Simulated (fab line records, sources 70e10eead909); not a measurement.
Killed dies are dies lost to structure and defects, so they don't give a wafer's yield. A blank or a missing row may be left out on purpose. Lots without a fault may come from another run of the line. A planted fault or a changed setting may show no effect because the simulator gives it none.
Problem report in the 8D (eight disciplines) form, filled by code | flow nand_harc | the parts of the form that need people (team, actions taken, sign-off) are left out

1. THE PROBLEM
oes_product_au at NHARC_A_CHANNEL_FILL_D2_ETCHBACK_20 reads a mean of 0.732 a.u. on 2 wafers of 2 lots; wafers without a fault read 0.993 a.u. with a standard deviation of 0.021. That is -12 standard deviations from the usual mean.
The step: etches the open film in C4F8/O2/Ar, target depth 27 nm, time 13.5 s.
First seen on wafer L890.3, day 21 09:06, on rie_diel-07. The record holds 42 wafers of 14 lots with a number at this step. Rule for "out", or "out of limits": more than 4 standard deviations from the usual mean. The other wafers with a number count as sound.

2. WHAT IT IS AND WHAT IT IS NOT
question                    | is                | is not
which readings at this step | oes_product_au    | chamber_pressure_mTorr, rf_vpp_V
which lots                  | L890, L893        | L874, L875, L876, L877, L878, L879, L880, L881, L882, L884, L895, L896
which wafers of those lots  | L890.3, L893.3    | L890.1, L890.6, L893.1, L893.4
read on which tools         | rie_diel-07       | rie_diel-01, rie_diel-05
when                        | from day 21 09:06 | up to then (32 sound wafers); but 8 sound wafers of L893, L895, L896 came after

3. SUSPECTS, AND WHAT RULES EACH OUT
Counting: a tool at a process step up to the reading stays a suspect if it ran every lot that is out. Sound lots after the first of them don't rule it out here, since some wafers of a struck lot are sound.
- rie_diel-07 at NHARC_A_CHANNEL_FILL_D2_ETCHBACK_20 (etches the open film in C4F8/O2/Ar, target depth 27 nm, time 13.5 s): kept. It ran every lot that is out, first L890 (day 21 09:06); its last sound lot up to then is L878 (day 16 10:56). Its own readings are out on those wafers: oes_product_au.
- Within rie_diel-07 at NHARC_A_CHANNEL_FILL_D2_ETCHBACK_20: the wafers that are out ran in chamber 0; their sound lot-mates ran in chambers 1, 2, 3.
Left after counting: rie_diel-07 at NHARC_A_CHANNEL_FILL_D2_ETCHBACK_20.

4. THE CAUSE (what the simulator had put in)
Process parameter drift: rie_diel-07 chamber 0, from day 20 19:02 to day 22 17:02, at NHARC_A_CHANNEL_FILL_D2_ETCHBACK_20. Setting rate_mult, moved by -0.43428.
Counting left only this tool.

5. THE CHAIN OF EFFECTS, in route order
Each row: a reading whose mean over the struck wafers that have a number lies more than 3 standard deviations from the usual. Only readings for which the record gives a usual standard deviation are gone through. hours: the time from each lot's start at the first step in this table that gives one to its start at this step, as a median over the lots. sigmas: the change in usual standard deviations.
hours | step                                | reading        | usual      | on struck wafers | change | sigmas
0     | NHARC_A_CHANNEL_FILL_D2_ETCHBACK_20 | oes_product_au | 0.993 a.u. | 0.732            | -0.261 | -12
The process steps in it:
- NHARC_A_CHANNEL_FILL_D2_ETCHBACK_20: etches the open film in C4F8/O2/Ar, target depth 27 nm, time 13.5 s.

6. WHAT WOULD HAVE CAUGHT IT SOONER
In this record the first reading out of limits was taken at day 21 09:06, 14 hours after the fault began at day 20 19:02.
